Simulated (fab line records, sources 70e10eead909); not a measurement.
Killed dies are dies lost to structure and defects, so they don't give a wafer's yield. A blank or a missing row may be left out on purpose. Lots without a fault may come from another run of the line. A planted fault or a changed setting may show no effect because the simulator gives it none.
Which tool did it? | flow nand_harc | 11 lots, 33 wafers sampled, at 5 steps of a route of 1159

WHAT THE GAUGES READ, wafer by wafer
NHARC_END_SORT_01. Usual: killed_at_array 25, standard deviation 10; killed_at_other 0.6, standard deviation 0.91; killed_at_periphery 3.6, standard deviation 2.9; killed_dies 29, standard deviation 10; killed_open 3.3, standard deviation 2; killed_short 1.9, standard deviation 1.5.
lot  | measured     | on        | killed_at_array | killed_at_other | killed_at_periphery | killed_dies | killed_open | killed_short | flag
L744 | day 21 11:39 | prober-02 | 18 16 24        | 1 0 0           | 1 4 2               | 20 20 26    | 1 5 3       | 2 3 2        |
L745 | day 21 19:27 | prober-02 | 18 17 16        | 0 0 0           | 12 5 8              | 30 22 24    | 4 2 3       | 2 1 1        |
L751 | day 23 12:23 | prober-02 | 20 657 23       | 2 2 3           | 2 0 1               | 24 659 27   | 4 1 2       | 1 1 3        | OFF

WHICH TOOL RAN EACH LOT (tool, then ch and the chambers of the sampled wafers, then the start)
lot  | NHARC_A_STAIRCASE_TRIM_187         | NHARC_A_STAIRCASE_TRIM_196         | NHARC_A_STAIRCASE_ETCH_199                    | NHARC_A_STAIRCASE_TRIM_202
L737 | rie_diel-11 ch 0,2,3, day 11 10:48 | rie_diel-11 ch 1,2,3, day 11 11:52 | rie_diel-11 ch 1,3, no start                  | rie_diel-11 ch 1,2, no start
L738 | rie_diel-11 ch 2,3, day 11 19:10   | rie_diel-12 ch 1,2,3, day 11 20:37 | rie_diel-12 ch 0,3, no start                  | rie_diel-12 ch 0,2, no start
L742 | rie_diel-05 ch 0,3, day 12 07:39   | rie_diel-12 ch 2,3, day 12 08:41   | rie_diel-12 ch 0,1,3, no start                | rie_diel-12 ch 1,3, no start
L744 | rie_diel-12 ch 1,2, day 12 21:18   | rie_diel-05 ch 0,3, day 12 22:44   | rie_diel-05 ch 0,2,3, day 21 11:39 or earlier | rie_diel-05 ch 0,1,2, day 21 11:39 or earlier
L745 | rie_diel-12 ch 0,1,3, day 12 22:02 | rie_diel-05 ch 1,2, day 12 23:29   | rie_diel-05 ch 0,2,3, day 21 19:27 or earlier | rie_diel-05 ch 1,2,3, day 21 19:27 or earlier
L746 | rie_diel-12 ch 1,3, day 13 03:14   | rie_diel-11 ch 0,1,2, day 13 04:23 | rie_diel-11 ch 0,2,3, no start                | rie_diel-11 ch 0,2, no start
L747 | rie_diel-05 ch 1,2,3, day 13 17:11 | rie_diel-11 ch 1,2,3, day 13 18:13 | rie_diel-11 ch 2,3, no start                  | rie_diel-11 ch 0,1,2, no start
L751 | rie_diel-11 ch 0,1,3, day 15 03:52 | rie_diel-11 ch 0,2,3, day 15 05:01 | rie_diel-11 ch 0,3, day 23 12:23 or earlier   | rie_diel-11 ch 0,2,3, day 23 12:23 or earlier
L753 | rie_diel-12 ch 2,3, day 15 05:40   | rie_diel-12 ch 1,2, day 15 07:07   | rie_diel-12 ch 0,1, no start                  | rie_diel-12 ch 0,2,3, no start
L754 | rie_diel-05 ch 0,1,2, day 15 14:52 | rie_diel-12 ch 0,2,3, day 15 15:53 | rie_diel-12 ch 0,2,3, no start                | rie_diel-12 ch 0,1,3, no start
L758 | rie_diel-05 ch 0,2,3, day 16 06:39 | rie_diel-05 ch 0,2,3, day 16 07:59 | rie_diel-05 ch 0,1,3, no start                | rie_diel-05 ch 0,2,3, no start
- NHARC_A_STAIRCASE_TRIM_187: chemistry O2, time 211.2 s.
- NHARC_A_STAIRCASE_TRIM_196: chemistry O2, time 211.2 s.
- NHARC_A_STAIRCASE_ETCH_199: etches the open film in C4F8/O2, target depth 100 nm, time 40.5 s.
- NHARC_A_STAIRCASE_TRIM_202: chemistry O2, time 211.2 s.

WHAT THE TOOLS THEMSELVES READ (means of the sampled wafers that have a number; where no wafer has one, the mark that the record gives instead)
NHARC_A_STAIRCASE_TRIM_187. Usual: drypump_motor_current_A 5.9 A, standard deviation 0.51; oes_product_au 0.998 a.u., standard deviation 0.014; rf_vpp_V 57.8 V, standard deviation 0.84; run_length_s 232.7 s, standard deviation 0.44; showerhead_plenum_p_Torr 3.54 Torr, standard deviation 0.19; throttle_valve_pct 17.035 %, standard deviation 0.0091.
lot  | tool        | drypump_motor_current_A (A) | oes_product_au (a.u.) | rf_vpp_V (V) | run_length_s (s) | showerhead_plenum_p_Torr (Torr) | throttle_valve_pct (%) | flag
L737 | rie_diel-11 | 6.2                         | 0.990                 | 57.9         | 232.6            | 3.50                            | 17.032                 |
L738 | rie_diel-11 | 6.3                         | 0.985                 | 58.0         | 232.5            | 3.64                            | 17.038                 |
L742 | rie_diel-05 | 5.9                         | 1.017                 | 58.1         | 233.2            | 3.36                            | 17.032                 |
L744 | rie_diel-12 | 5.5                         | 1.000                 | 57.5         | 232.9            | 3.50                            | 17.042                 |
L745 | rie_diel-12 | 5.9                         | 1.004                 | 58.0         | 232.8            | 3.70                            | 17.035                 |
L746 | rie_diel-12 | 5.8                         | 1.003                 | 58.5         | 232.8            | 3.74                            | 17.041                 |
L747 | rie_diel-05 | 6.1                         | 0.993                 | 57.3         | 232.8            | 3.38                            | 17.035                 |
L751 | rie_diel-11 | 6.0                         | 1.015                 | 57.4         | 232.7            | 3.47                            | 17.039                 |
L753 | rie_diel-12 | 5.4                         | 0.990                 | 58.3         | 232.8            | 3.44                            | 17.034                 |
L754 | rie_diel-05 | 5.5                         | 0.999                 | 57.5         | 232.5            | 3.44                            | 17.038                 |
L758 | rie_diel-05 | 5.8                         | 0.991                 | 58.4         | 232.9            | 3.55                            | 17.034                 |

NHARC_A_STAIRCASE_TRIM_196. Usual: drypump_motor_current_A 5.8 A, standard deviation 0.5; oes_product_au 0.996 a.u., standard deviation 0.016; rf_vpp_V 57.7 V, standard deviation 0.94; run_length_s 232.7 s, standard deviation 0.41; showerhead_plenum_p_Torr 3.53 Torr, standard deviation 0.18; throttle_valve_pct 17.036 %, standard deviation 0.0099.
lot  | tool        | drypump_motor_current_A (A) | oes_product_au (a.u.) | rf_vpp_V (V) | run_length_s (s) | showerhead_plenum_p_Torr (Torr) | throttle_valve_pct (%) | flag
L737 | rie_diel-11 | 6.1                         | 0.997                 | 57.5         | 232.6            | 3.63                            | 17.035                 |
L738 | rie_diel-12 | 5.6                         | 0.989                 | 57.1         | 232.9            | 3.60                            | 17.042                 |
L742 | rie_diel-12 | 5.5                         | 1.005                 | 57.6         | 232.7            | 3.45                            | 17.038                 |
L744 | rie_diel-05 | 5.4                         | 0.992                 | 57.0         | 232.6            | 3.43                            | 17.031                 |
L745 | rie_diel-05 | 5.8                         | 0.990                 | 56.2         | 232.5            | 3.44                            | 17.029                 |
L746 | rie_diel-11 | 5.9                         | 0.999                 | 57.9         | 232.8            | 3.63                            | 17.039                 |
L747 | rie_diel-11 | 6.2                         | 0.993                 | 58.7         | 232.8            | 3.62                            | 17.043                 |
L751 | rie_diel-11 | 6.2                         | 1.005                 | 57.0         | 205.3            | 3.48                            | 17.036                 | OFF
L753 | rie_diel-12 | 5.8                         | 0.985                 | 57.7         | 233.0            | 3.63                            | 17.027                 |
L754 | rie_diel-12 | 5.6                         | 0.984                 | 57.2         | 232.5            | 3.54                            | 17.036                 |
L758 | rie_diel-05 | 5.8                         | 1.005                 | 57.6         | 233.0            | 3.55                            | 17.040                 |

NHARC_A_STAIRCASE_ETCH_199. Usual: oes_product_au 0.940 a.u., standard deviation 0.016; rf_vpp_V 896 V, standard deviation 6.6.
lot  | tool        | oes_product_au (a.u.) | rf_vpp_V (V) | flag
L737 | rie_diel-11 | 0.949                 | 900          |
L738 | rie_diel-12 | 0.926                 | 900          |
L742 | rie_diel-12 | 0.943                 | 903          |
L744 | rie_diel-05 | 0.947                 | 891          |
L745 | rie_diel-05 | 0.953                 | 891          |
L746 | rie_diel-11 | 0.943                 | 894          |
L747 | rie_diel-11 | 0.951                 | 894          |
L751 | rie_diel-11 | 0.950                 | 889          |
L753 | rie_diel-12 | 0.920                 | 904          |
L754 | rie_diel-12 | 0.930                 | 896          |
L758 | rie_diel-05 | 0.951                 | 897          |

NHARC_A_STAIRCASE_TRIM_202. Usual: drypump_motor_current_A 5.8 A, standard deviation 0.51; oes_product_au 0.996 a.u., standard deviation 0.014; rf_vpp_V 57.8 V, standard deviation 0.97; run_length_s 232.7 s, standard deviation 0.44; showerhead_plenum_p_Torr 3.53 Torr, standard deviation 0.18; throttle_valve_pct 17.037 %, standard deviation 0.01.
lot  | tool        | drypump_motor_current_A (A) | oes_product_au (a.u.) | rf_vpp_V (V) | run_length_s (s) | showerhead_plenum_p_Torr (Torr) | throttle_valve_pct (%) | flag
L737 | rie_diel-11 | 6.0                         | 0.987                 | 58.0         | 232.6            | 3.79                            | 17.028                 |
L738 | rie_diel-12 | 5.6                         | 0.989                 | 58.1         | 232.4            | 3.46                            | 17.042                 |
L742 | rie_diel-12 | 5.6                         | 1.012                 | 59.0         | 232.7            | 3.69                            | 17.038                 |
L744 | rie_diel-05 | 5.5                         | 0.986                 | 58.2         | 232.6            | 3.45                            | 17.041                 |
L745 | rie_diel-05 | 6.1                         | 1.000                 | 57.9         | 233.0            | 3.38                            | 17.048                 |
L746 | rie_diel-11 | 5.9                         | 0.998                 | 58.4         | 232.6            | 3.50                            | 17.041                 |
L747 | rie_diel-11 | 5.8                         | 1.005                 | 58.3         | 232.8            | 3.63                            | 17.038                 |
L751 | rie_diel-11 | 6.1                         | 0.995                 | 58.6         | 232.7            | 3.48                            | 17.025                 |
L753 | rie_diel-12 | 5.7                         | 0.986                 | 57.6         | 232.5            | 3.54                            | 17.036                 |
L754 | rie_diel-12 | 5.9                         | 0.985                 | 57.5         | 232.7            | 3.69                            | 17.023                 |
L758 | rie_diel-05 | 5.8                         | 0.995                 | 57.3         | 233.0            | 3.55                            | 17.042                 |

THE ANSWER, worked out from the rows above alone
Rule: a lot is off if the mean of its wafers that have a number lies more than 3 standard deviations from the usual mean. A lot without any number at a reading at which 4 lots or more have one is off too. The other lots that the step has rows for count as sound. The gauges are gone through in route order, then the tools' own readings, and for those a lot's mean is taken as printed above. The first step at which some lot is off is used, and at that step the reading that is off furthest; a lot without a number counts as furthest.
Off: L751, at NHARC_END_SORT_01 (killed_at_array). Neither off nor sound, because the step has no rows for them: L737, L738, L742, L746, L747, L753, L754, L758.
A tool fits if, at a process step before that reading, it ran every lot that is off, and no sound lot after the first of them. The gauges at NHARC_END_SORT_01 aren't tried: what is off there is off at NHARC_A_STAIRCASE_TRIM_196 too, on other tools, and a gauge's error can't cause that. NHARC_A_STAIRCASE_ETCH_199 gives no start for some lots, so the hours and the order of its lots are those of NHARC_END_SORT_01. NHARC_A_STAIRCASE_TRIM_202 gives no start for some lots, so the hours and the order of its lots are those of NHARC_END_SORT_01. One fits: rie_diel-11 at NHARC_A_STAIRCASE_TRIM_187 and NHARC_A_STAIRCASE_TRIM_196 and NHARC_A_STAIRCASE_ETCH_199 and NHARC_A_STAIRCASE_TRIM_202. It ran no sound lot before its first lot that is off in this sample, so the start can't be narrowed down.
The tool's own readings at NHARC_A_STAIRCASE_TRIM_187 bear it out: on the lots that are off they differ by more than 5 times the standard deviation of the sound lots' means. oes_product_au reads 1.015 a.u. there against 1.002 a.u. on the sound lots.

WHAT THE SIMULATOR HAD PUT IN
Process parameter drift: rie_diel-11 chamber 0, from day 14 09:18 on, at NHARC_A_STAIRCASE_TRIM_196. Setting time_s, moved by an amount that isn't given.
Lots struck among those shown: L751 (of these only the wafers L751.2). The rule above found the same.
